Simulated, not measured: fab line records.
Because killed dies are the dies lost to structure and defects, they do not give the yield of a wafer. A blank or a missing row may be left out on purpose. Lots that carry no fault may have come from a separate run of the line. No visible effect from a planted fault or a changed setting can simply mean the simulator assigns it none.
Split-lot trial -- flow n5-finfet -- route with 1938 steps; 7 lots, 21 wafers read

ON THE SPLIT
At N5_SD_EPI_N_COAT_32 (time 60 s, resist thk 350 nm), the setting spin-rpm was moved away from the recipe's 1500 rpm on 7 of the 21 wafers read, by -3.7% to +10.3%. For the rest of the wafers, this setting stayed at what the recipe calls for.

The reading is taken at the split's own step.

THE READING
SOC_of_SD_EPI_N_COAT_32.thk-nm (the simulator's own value, which no gauge read), in nm, at N5_SD_EPI_N_COAT_32 (time 60 s, resist thk 350 nm). There is no usual value for it anywhere in the file. Average 349.4 nm, standard deviation 1.1 nm, over the 14 wafers here run with the recipe.

wafer,"tool, chamber at the split","spin-rpm as run, rpm",against the recipe,"SOC_of_SD_EPI_N_COAT_32.thk-nm, nm",against lot-mates on the recipe
L076.3,"litho-track-03, 0",1500,recipe,350.2,-
L076.4,"litho-track-03, 0",1500,recipe,349.6,-
L076.6,"litho-track-03, 0",1500,recipe,350.6,-
L078.2,"litho-track-01, 0",1500,recipe,349.8,-
L078.3,"litho-track-01, 0",1444,-3.7%,356.4,+6.6
L078.5,"litho-track-01, 0",1444,-3.7%,356.6,+6.8
L081.1,"litho-track-03, 0",1500,recipe,349.6,-
L081.5,"litho-track-03, 0",1500,recipe,349.2,-
L081.6,"litho-track-03, 0",1500,recipe,348.8,-
L082.1,"litho-track-03, 0",1500,recipe,348.4,-
L082.4,"litho-track-03, 0",1500,recipe,347.8,-
L082.5,"litho-track-03, 0",1500,recipe,347,-
L083.1,"litho-track-01, 0",1500,recipe,349.8,-
L083.4,"litho-track-01, 0",1500,recipe,351.2,-
L083.6,"litho-track-01, 0",1587,+5.8%,340.8,-9.7
L088.1,"litho-track-01, 0",1500,recipe,349.8,-
L088.2,"litho-track-01, 0",1654,+10.3%,333,-16.8
L088.6,"litho-track-01, 0",1654,+10.3%,332.8,-17.0
L093.1,"litho-track-03, 0",1621,+8.1%,336.4,-13.2
L093.5,"litho-track-03, 0",1621,+8.1%,336.4,-13.2
L093.4,"litho-track-03, 0",1500,recipe,349.6,-

THE FIT
A straight line over all 21 wafers: SOC_of_SD_EPI_N_COAT_32.thk-nm changes by -1.63 nm for each +1% of spin-rpm; r = -0.99; the points scatter about the line by 0.97 nm.
The same after taking each lot's own level away (the mean of its wafers on the recipe; 21 wafers): -1.66 nm for each +1%; r = -1.00; scatter 0.42 nm.
Per that fit: largest spin-rpm move, reading shift of 17 nm.
Across the lots, their own levels run from 347.73 to 350.50 nm, a range of 2.6 times the standard deviation given above.
Hence the lot-to-lot level has little effect on the slope; both slopes agree.
Check: -17.1 nm against its lot-mates is what the line predicts for one of the wafers moved furthest among these (+10.3%) when that wafer is left out of the fit. Against them it came out at -16.8 nm.

ADDITIONAL SPLITS CARRIED BY THESE WAFERS
Note: prior to the reading, these wafers also went through further splits. Each is held against what the fit with the lots' levels taken away leaves over:
other split on the same wafers,wafers away from the commonest value,r with SOC_of_SD_EPI_N_COAT_32.thk-nm (lot level and that fit taken away)
N5_PMOS_HMC_CHANNEL_EPI_HM_DEP_34 time-s,5,-0.08
N5_PMOS_HMC_CHANNEL_EPI_EXPOSE_06 dose-mj,7,+0.18
N5_FIN_SAQP_PEB_14 peb-time-s,7,-0.14
N5_FIN_SAQP_DEVELOP_15 develop-time-s,4,-0.35

FILE'S OWN FIT
SOC_of_SD_EPI_N_COAT_32.thk-nm changes by -1.66 nm for each +1% of spin-rpm, r = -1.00.
